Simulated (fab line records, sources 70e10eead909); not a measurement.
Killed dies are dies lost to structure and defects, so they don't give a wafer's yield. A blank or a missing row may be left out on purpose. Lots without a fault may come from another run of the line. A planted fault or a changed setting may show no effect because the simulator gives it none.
Which tool did it? | flow nand_harc | 12 lots, 36 wafers sampled, at 6 steps of a route of 1159

WHAT THE GAUGES READ, wafer by wafer
NHARC_P_ZERO_WELL_CD_MEAS_52: target cd 2000 nm. Usual: cd_nm 2000.5 nm, standard deviation 2.4.
lot  | measured    | on        | cd_nm (nm)           | flag
L970 | day 1 23:55 | cd_sem-02 | 1997.6 2004.7 2002.1 |
L971 | day 2 05:29 | cd_sem-03 | 2000.0 2003.3 2001.4 |
L973 | day 2 17:55 | cd_sem-03 | 1931.5 1930.5 1930.2 | OFF
L982 | day 4 23:36 | cd_sem-02 | 1999.9 2000.8 2000.1 |
L983 | day 5 05:38 | cd_sem-03 | 2001.3 2001.4 1996.5 |
L984 | day 5 11:54 | cd_sem-01 | 2001.7 1999.9 1997.3 |
L985 | day 5 17:29 | cd_sem-01 | 2000.7 2000.5 2001.9 |
L986 | day 5 23:46 | cd_sem-01 | 1995.5 2000.5 1996.4 |
L988 | day 6 11:59 | cd_sem-02 | 2000.7 1999.7 2001.9 |
L989 | day 6 17:40 | cd_sem-01 | 2001.4 2001.2 1995.4 |
L990 | day 6 23:53 | cd_sem-03 | 2001.0 1999.2 1996.3 |
L992 | day 7 11:40 | cd_sem-01 | 1999.9 2001.3 2000.8 |

NHARC_P_STI_CD_MEAS_16. Usual: cd_nm 199.8 nm, standard deviation 2.8.
lot  | measured    | on        | cd_nm (nm)        | flag
L970 | day 2 20:08 | cd_sem-02 | 203.4 196.8 199.7 |
L971 | day 2 19:58 | cd_sem-01 | 201.7 199.5 197.0 |
L973 | day 3 12:40 | cd_sem-01 | 199.3 193.8 195.4 |
L982 | day 5 13:43 | cd_sem-03 | 197.4 201.1 195.5 |
L983 | day 6 02:27 | cd_sem-01 | 200.0 201.1 197.7 |
L984 | day 6 05:48 | cd_sem-02 | 198.3 198.0 200.7 |
L985 | day 6 11:50 | cd_sem-03 | 198.8 197.9 198.4 |
L986 | day 6 17:41 | cd_sem-02 | 201.0 200.5 197.9 |
L988 | day 7 09:10 | cd_sem-02 | 201.2 198.8 199.8 |
L989 | day 7 09:11 | cd_sem-01 | 199.3 196.2 199.7 |
L990 | day 7 18:04 | cd_sem-02 | 203.3 200.1 198.9 |
L992 | day 8 05:32 | cd_sem-01 | 201.2 198.8 196.7 |

NHARC_END_SORT_01. Usual: killed_at_array 25, standard deviation 7.8; killed_at_other 0.6, standard deviation 0.81; killed_at_periphery 3.3, standard deviation 2.2; killed_dies 29, standard deviation 8.2; killed_open 3.5, standard deviation 1.9; killed_short 1.8, standard deviation 1.3.
lot  | measured     | on        | killed_at_array | killed_at_other | killed_at_periphery | killed_dies | killed_open | killed_short | flag
L970 | day 19 14:13 | prober-01 | 34 28 33        | 1 0 0           | 1 5 0               | 36 33 33    | 5 3 4       | 2 2 1        |
L971 | day 19 21:58 | prober-02 | 20 15 26        | 0 0 0           | 8 5 5               | 28 20 31    | 1 1 3       | 0 2 2        |
L973 | day 20 15:15 | prober-02 | 35 33 38        | 0 1 3           | 3 0 1               | 38 34 42    | 6 4 2       | 1 1 2        |
L982 | day 21 22:44 | prober-01 | 17 18 26        | 1 0 0           | 5 7 0               | 23 25 26    | 8 3 3       | 2 2 1        |
L983 | day 23 03:17 | prober-01 | 14 18 14        | 3 0 2           | 1 2 3               | 18 20 19    | 4 1 3       | 0 2 2        |
L984 | day 23 11:52 | prober-01 | 36 27 40        | 0 0 1           | 5 1 6               | 41 28 47    | 5 3 6       | 0 2 2        |
L985 | day 23 19:43 | prober-01 | 29 27 40        | 1 1 1           | 3 4 1               | 33 32 42    | 6 5 1       | 0 4 0        |
L986 | day 23 21:08 | prober-02 | 15 13 20        | 0 1 0           | 2 3 1               | 17 17 21    | 6 2 5       | 1 3 2        |
L988 | day 24 14:41 | prober-01 | 21 31 20        | 0 1 0           | 1 4 6               | 22 36 26    | 1 9 7       | 1 6 2        |
L989 | day 24 05:48 | prober-02 | 31 26 26        | 1 0 0           | 3 5 2               | 35 31 28    | 2 4 2       | 5 1 2        |
L990 | day 24 05:01 | prober-01 | 28 18 21        | 0 1 0           | 3 0 3               | 31 19 24    | 2 2 6       | 2 2 1        |
L992 | day 25 00:04 | prober-01 | 25 31 22        | 0 0 0           | 7 7 7               | 32 38 29    | 4 3 2       | 0 2 2        |

WHICH TOOL RAN EACH LOT (tool, then ch and the chambers of the sampled wafers, then the start)
lot  | NHARC_P_ZERO_WELL_DESCUM_13       | NHARC_P_ZERO_WELL_ETCH_65         | NHARC_P_ZERO_WELL_EXPOSE_49
L970 | rie_diel-03 ch 0,3, day 1 19:25   | rie_diel-03 ch 0,2, day 1 19:30   | krf_scanner-02 ch 0, day 1 23:45
L971 | rie_diel-10 ch 1,2,3, day 2 01:17 | rie_diel-10 ch 0,2,3, day 2 01:22 | krf_scanner-02 ch 0, day 2 05:20
L973 | rie_diel-03 ch 0,1, day 2 13:25   | rie_diel-03 ch 0,3, day 2 13:29   | krf_scanner-01 ch 0, day 2 17:45
L982 | rie_diel-03 ch 0,1,3, day 4 19:25 | rie_diel-03 ch 0,1,2, day 4 19:30 | krf_scanner-01 ch 0, day 4 23:26
L983 | rie_diel-11 ch 0,2,3, day 5 01:25 | rie_diel-11 ch 1,2,3, day 5 01:31 | krf_scanner-01 ch 0, day 5 05:29
L984 | rie_diel-03 ch 0,1,2, day 5 07:26 | rie_diel-03 ch 2,3, day 5 07:29   | krf_scanner-04 ch 0, day 5 11:44
L985 | rie_diel-11 ch 1,2,3, day 5 13:17 | rie_diel-11 ch 2,3, day 5 13:21   | krf_scanner-04 ch 0, day 5 17:20
L986 | rie_diel-03 ch 2,3, day 5 19:25   | rie_diel-03 ch 1,2,3, day 5 19:31 | krf_scanner-01 ch 0, day 5 23:37
L988 | rie_diel-03 ch 1,2,3, day 6 07:24 | rie_diel-03 ch 2,3, day 6 07:30   | krf_scanner-01 ch 0, day 6 11:50
L989 | rie_diel-11 ch 0,1, day 6 13:16   | rie_diel-11 ch 1,3, day 6 13:23   | krf_scanner-02 ch 0, day 6 17:31
L990 | rie_diel-11 ch 0,3, day 6 19:24   | rie_diel-11 ch 2,3, day 6 19:29   | krf_scanner-01 ch 0, day 6 23:44
L992 | rie_diel-11 ch 0,3, day 7 07:25   | rie_diel-11 ch 0,1,3, day 7 07:29 | krf_scanner-02 ch 0, day 7 11:31
- NHARC_P_ZERO_WELL_DESCUM_13: chemistry O2, time 3 s.
- NHARC_P_ZERO_WELL_ETCH_65: etches the open film in N2/H2, target depth 80 nm, overetch 24 nm, time 87.88 s.
- NHARC_P_ZERO_WELL_EXPOSE_49: exposes mask P HVPW, target cd 2000 nm.

WHAT THE TOOLS THEMSELVES READ (means of the sampled wafers that have a number; where no wafer has one, the mark that the record gives instead)
NHARC_P_ZERO_WELL_DESCUM_13. Usual: drypump_motor_current_A 5.8 A, standard deviation 0.54; mfc_ar_sccm 0.006 sccm, standard deviation 0.0093; o2_flow_sccm 200.1 sccm, standard deviation 0.54; oes_product_au 1.001 a.u., standard deviation 0.014; rf_vpp_V 57.9 V, standard deviation 0.88; showerhead_plenum_p_Torr 1.94 Torr, standard deviation 0.085; throttle_valve_pct 11.311 %, standard deviation 0.01.
lot  | tool        | drypump_motor_current_A (A) | mfc_ar_sccm (sccm) | o2_flow_sccm (sccm) | oes_product_au (a.u.) | rf_vpp_V (V) | showerhead_plenum_p_Torr (Torr) | throttle_valve_pct (%) | flag
L970 | rie_diel-03 | 5.9                         | 0.015              | 200.4               | 1.013                 | 58.2         | 2.01                            | 11.316                 |
L971 | rie_diel-10 | 5.3                         | 0.004              | 200.1               | 0.990                 | 58.1         | 1.92                            | 11.308                 |
L973 | rie_diel-03 | 5.9                         | 0.008              | 199.8               | 1.011                 | 58.3         | 1.90                            | 11.314                 |
L982 | rie_diel-03 | 6.0                         | 0.008              | 200.5               | 1.006                 | 58.5         | 1.92                            | 11.304                 |
L983 | rie_diel-11 | 6.0                         | 0.007              | 200.2               | 0.995                 | 58.9         | 1.99                            | 11.315                 |
L984 | rie_diel-03 | 5.7                         | 0.017              | 199.7               | 1.010                 | 58.1         | 1.95                            | 11.305                 |
L985 | rie_diel-11 | 6.3                         | 0.003              | 199.8               | 0.995                 | 59.0         | 1.97                            | 11.315                 |
L986 | rie_diel-03 | 5.7                         | 0.018              | 199.4               | 1.004                 | 57.7         | 1.93                            | 11.307                 |
L988 | rie_diel-03 | 5.9                         | 0.009              | 200.2               | 1.002                 | 56.9         | 1.89                            | 11.309                 |
L989 | rie_diel-11 | 5.5                         | 0.004              | 200.5               | 0.999                 | 58.6         | 2.01                            | 11.312                 |
L990 | rie_diel-11 | 6.0                         | 0.004              | 200.0               | 0.995                 | 57.3         | 1.99                            | 11.314                 |
L992 | rie_diel-11 | 6.0                         | 0.004              | 199.6               | 0.995                 | 58.6         | 1.99                            | 11.313                 |

NHARC_P_ZERO_WELL_ETCH_65. Usual: drypump_motor_current_A 5.8 A, standard deviation 0.56; mfc_ar_sccm 0.007 sccm, standard deviation 0.0095; oes_product_au 0.999 a.u., standard deviation 0.014; rf_vpp_V 431.1 V, standard deviation 2.7; showerhead_plenum_p_Torr 2.07 Torr, standard deviation 0.092; throttle_valve_pct 14.171 %, standard deviation 0.009.
lot  | tool        | drypump_motor_current_A (A) | mfc_ar_sccm (sccm) | oes_product_au (a.u.) | rf_vpp_V (V) | showerhead_plenum_p_Torr (Torr) | throttle_valve_pct (%) | flag
L970 | rie_diel-03 | 5.4                         | 0.026              | 1.006                 | 432.6        | 2.14                            | 14.172                 |
L971 | rie_diel-10 | 5.4                         | 0.004              | 1.000                 | 430.7        | 2.04                            | 14.165                 |
L973 | rie_diel-03 | 5.9                         | 0.015              | 1.018                 | 434.2        | 2.14                            | 14.162                 |
L982 | rie_diel-03 | 5.7                         | 0.017              | 1.015                 | 431.4        | 2.08                            | 14.154                 |
L983 | rie_diel-11 | 6.3                         | 0.003              | 0.989                 | 432.9        | 2.10                            | 14.169                 |
L984 | rie_diel-03 | 6.0                         | 0.009              | 0.993                 | 429.8        | 2.03                            | 14.183                 |
L985 | rie_diel-11 | 6.5                         | 0.006              | 0.990                 | 431.6        | 2.09                            | 14.182                 |
L986 | rie_diel-03 | 5.9                         | 0.009              | 0.997                 | 430.0        | 2.01                            | 14.182                 |
L988 | rie_diel-03 | 6.0                         | 0.009              | 0.982                 | 430.2        | 2.03                            | 14.175                 |
L989 | rie_diel-11 | 6.1                         | 0.000              | 0.990                 | 432.1        | 2.11                            | 14.165                 |
L990 | rie_diel-11 | 6.6                         | 0.003              | 1.000                 | 431.2        | 2.09                            | 14.175                 |
L992 | rie_diel-11 | 5.8                         | 0.004              | 1.000                 | 433.1        | 2.13                            | 14.166                 |

THE ANSWER, worked out from the rows above alone
Rule: a lot is off if the mean of its wafers that have a number lies more than 3 standard deviations from the usual mean. A lot without any number at a reading at which 4 lots or more have one is off too. The other lots that the step has rows for count as sound. The gauges are gone through in route order, then the tools' own readings, and for those a lot's mean is taken as printed above. The first step at which some lot is off is used, and at that step the reading that is off furthest; a lot without a number counts as furthest.
Off: L973, at NHARC_P_ZERO_WELL_CD_MEAS_52 (cd_nm).
A tool fits if, at a process step before that reading, it ran every lot that is off, and no sound lot after the first of them. The gauges at NHARC_P_ZERO_WELL_CD_MEAS_52 are tried like those tools. None of those tried fits.

WHAT THE SIMULATOR HAD PUT IN
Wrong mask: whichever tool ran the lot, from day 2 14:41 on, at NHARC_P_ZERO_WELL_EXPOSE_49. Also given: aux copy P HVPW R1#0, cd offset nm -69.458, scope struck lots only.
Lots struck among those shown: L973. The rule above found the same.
